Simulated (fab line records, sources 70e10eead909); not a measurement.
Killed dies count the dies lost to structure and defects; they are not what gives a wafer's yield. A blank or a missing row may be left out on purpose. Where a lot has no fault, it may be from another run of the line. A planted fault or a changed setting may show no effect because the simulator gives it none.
Code-filled problem report in 8D (eight disciplines) form | flow nand_harc | the parts of the form that need people (team, actions taken, sign-off) are left out

## 1. PROBLEM STATEMENT
cd_nm at NHARC_A_M0_CD_MEAS_09 reads a mean of 95.8 nm on 6 wafers of 2 lots; wafers without a fault read 80.4 nm with a standard deviation of 0.78. Measured from the usual mean, that is +20 standard deviations.
The step: target cd 80 nm.
The first sign was on wafer L380.3 at day 28 20:08, on cd_sem-02. At this step, 36 wafers from 12 lots have a number in the record. The rule behind "out" and "out of limits": a value lying over 4 standard deviations away from the usual mean. All remaining wafers that have a number are taken as sound.

## 2. WHAT IT IS, WHAT IT ISN'T
question                    | is                     | is not
which readings at this step | cd_nm                  | -
which lots                  | L380, L383             | L369, L370, L371, L372, L373, L375, L377, L387, L388, L389
which wafers of those lots  | all that have a number | -
read on which gauges        | cd_sem-01, cd_sem-02   | cd_sem-03
when                        | from day 28 20:08      | up to then (21 sound wafers); but 9 sound wafers of L387, L388, L389 came after

## 3. SUSPECTS, AND WHAT RULES EACH OUT
Counting: any tool at a process step up to the reading is kept as a suspect provided that every lot that is out went through it and no sound lot did after the first of them.
- ruled out: the gauge at NHARC_A_M0_CD_MEAS_09. The wafers that are out were read on 2 gauges (cd_sem-01, cd_sem-02).
- cvd_w-01 at NHARC_A_BLC_CVD_24 (deposits W, target thk 150 nm, time 434 s): ruled out as a lasting fault. Following L380 (day 28 20:04), the first lot on it that is out, the sound lots L387 were run on it. NHARC_A_BLC_CVD_24 gives no start for some lots, so the hours and the order of its lots are those of NHARC_A_M0_PEB_07.
- litho_track-04 at NHARC_A_M0_PEB_07 (peb time 65 s): kept. Every lot that is out went through it, starting with L380 (day 28 20:04), and after that it ran no sound lot; the last sound lot it ran before then is L377 (day 27 18:49). Its own readings are out on those wafers: heater_power_total_W, plate_temp_C.
The count leaves litho_track-04 at NHARC_A_M0_PEB_07.

## 4. THE CAUSE (what the simulator had put in)
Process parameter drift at NHARC_A_M0_PEB_07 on litho_track-04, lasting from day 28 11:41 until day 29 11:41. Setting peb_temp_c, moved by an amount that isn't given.
After counting, this tool was the only one left.

## 5. THE CHAIN OF EFFECTS, in route order
Each row: a reading where the mean over the struck wafers with a number is more than 3 standard deviations away from the usual. Scope: only readings with a usual standard deviation given in the record; hours: median across lots of the time from each lot's start at the first step in this table that gives one to its start at this step; sigmas: change in usual standard deviations.
hours | step                  | reading              | usual   | on struck wafers | change | sigmas
0     | NHARC_A_M0_PEB_07     | heater_power_total_W | 156.6 W | 166.4            | +9.8   | +24
0     | NHARC_A_M0_PEB_07     | plate_temp_C         | 99.99 C | 104.45           | +4.46  | +34
0     | NHARC_A_M0_CD_MEAS_09 | cd_nm                | 80.4 nm | 95.8             | +15.4  | +20
Here are the process steps it includes:
- NHARC_A_M0_PEB_07: peb time 65 s.

## 6. WHAT WOULD HAVE CAUGHT IT SOONER
The first out-of-limits reading at a measuring or inspecting step in this record came at day 28 20:08, 8 hours after the fault's start at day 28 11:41.
The tool's own readings at NHARC_A_M0_PEB_07 were out on every struck wafer that the step has a row for (heater_power_total_W, plate_temp_C): an alarm limit on them would have fired on the first of those.
Of the lots that are out (2), L383 began NHARC_A_M0_PEB_07 on litho_track-04 after day 28 20:08. It would have been spared by a hold on the tool at that moment.
